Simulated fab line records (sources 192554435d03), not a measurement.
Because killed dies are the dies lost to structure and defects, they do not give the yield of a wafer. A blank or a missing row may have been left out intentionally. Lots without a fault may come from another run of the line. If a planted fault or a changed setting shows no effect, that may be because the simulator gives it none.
8D (eight disciplines) problem report, filled in by code -- flow n5-finfet -- the parts of the form that need people (team, actions taken, sign-off) are left out
Where a reading is given only as a bound, like >300, the bound stands for it, and a mean or a difference that rests on one is marked > or <: the true number lies beyond.

## 1. PROBLEM STATEMENT
At N5_BEOL_M11_INSPECT_58, raw-defect-count averages 864 over 6 wafers from 2 lots, while fault-free wafers read 70, standard deviation 24. That puts it +33 standard deviations away from the usual mean.
The step: inspects for defects (darkfield).
Seen first at day 14 06:07 on defect-inspect-01, wafer L333.4. At this step, 18 wafers from 6 lots have a number in the record. Rule for "out", or "out of limits": more than 4 standard deviations from the usual mean. The other wafers with a number count as sound.

## 2. WHAT IT IS AND WHAT IT IS NOT
question,is,is not
which readings at this step,raw-defect-count,-
which lots,"L332, L333","L322, L339, L340, L342"
which wafers of those lots,all that have a number,-
read on which gauges,"defect-inspect-01, defect-inspect-02",-
when,from day 14 06:07,"up to then (3 sound wafers); but 9 sound wafers of L339, L340, L342 came after"

## 3. WHAT RULES OUT EACH SUSPECT
Counting: a tool stays on the suspect list if, at a process step up to the reading, it processed all lots that are out and no sound lot following the first of them.
- the gauge at N5_BEOL_M11_INSPECT_58 is ruled out. Those wafers that are out were read across 2 gauges (defect-inspect-01, defect-inspect-02).
- pvd-sputter-02 at N5_BEOL_M11_PRE_CLEAN_45 (time 30 s): ruled out as a lasting fault. After its first lot that is out, L333 (day 14 03:22), sound lots L339, L342 ran on it.
- pvd-sputter-03 at N5_BEOL_M11_SPUTTER_48 (material Cu, target thk 12 nm, time 2 s): ruled out as a lasting fault. After its first lot that is out, L333 (day 14 05:07), sound lots L339 ran on it.
- cmp-03 at N5_BEOL_M11_CMP_52 (polishes, stops on SiCOH lowk, t overpolish 7 s, target thk 140 nm): kept. It ran every lot that is out, first L333 (day 14 05:40), and no sound lot after that; its last sound lot up to then is L322 (day 11 08:43).
- pecvd-02 at N5_BEOL_M11_PRE_CLEAN_55 (time 15 s): ruled out as a lasting fault. After its first lot that is out, L333 (day 14 06:01), sound lots L342 ran on it.
Remaining after the count: cmp-03 at N5_BEOL_M11_CMP_52.

## 4. THE CAUSE (what the simulator had put in)
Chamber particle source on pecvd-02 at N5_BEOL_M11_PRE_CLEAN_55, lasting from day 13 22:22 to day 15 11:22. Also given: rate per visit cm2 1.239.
Counting ruled it out, wrongly: the rule takes a fault to strike every lot that its tool runs from its start on, and this one did not.

## 5. THE CHAIN OF EFFECTS, in route order
One row per reading whose mean, taken over the struck wafers that have a number, lies over 3 standard deviations from the usual. Only readings whose record carries a usual standard deviation are examined. hours: median over the lots of the time between each lot's start at the first step of this table that gives one and its start at this step. sigmas: the change, counted in usual standard deviations.
hours,step,reading,usual,on struck wafers,change,sigmas
0,N5_BEOL_M11_INSPECT_58,raw-defect-count,70,864,+794,+33
1,N5_BEOL_M12_INSPECT_12,raw-defect-count,2,>300,>+298,+99 or more
39,N5_PASSIVATION_PROBE_49,defect-limited-yield,91.0 %,80.8,-10.2,-6.4
39,N5_PASSIVATION_PROBE_49,killed_at_M4_up,14,154,+140,+26
39,N5_PASSIVATION_PROBE_49,killed-dies,106,227,+121,+6.4
39,N5_PASSIVATION_PROBE_49,sort_bin_5_function,5.3 %,12.3,+7.0,+7.0
39,N5_PASSIVATION_PROBE_49,sort-n-pass,1073,953,-120,-6.3
39,N5_PASSIVATION_PROBE_49,sort-yield-pct,91.0 %,80.8,-10.2,-6.4
It contains these process steps:
- N5_PASSIVATION_PROBE_49
At these later measuring or inspecting steps, every struck wafer for which the step has a row has a number for every such reading, and none has moved that far: N5_BEOL_M12_THK_MEAS_01, N5_BEOL_M12_CD_MEAS_10, N5_BEOL_M12_OVL_MEAS_11.

## 6. HOW IT WOULD HAVE BEEN CAUGHT EARLIER
The first out-of-limits reading at a measuring or inspecting step in this record came at day 14 06:07, 8 hours after the fault's start at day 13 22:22.
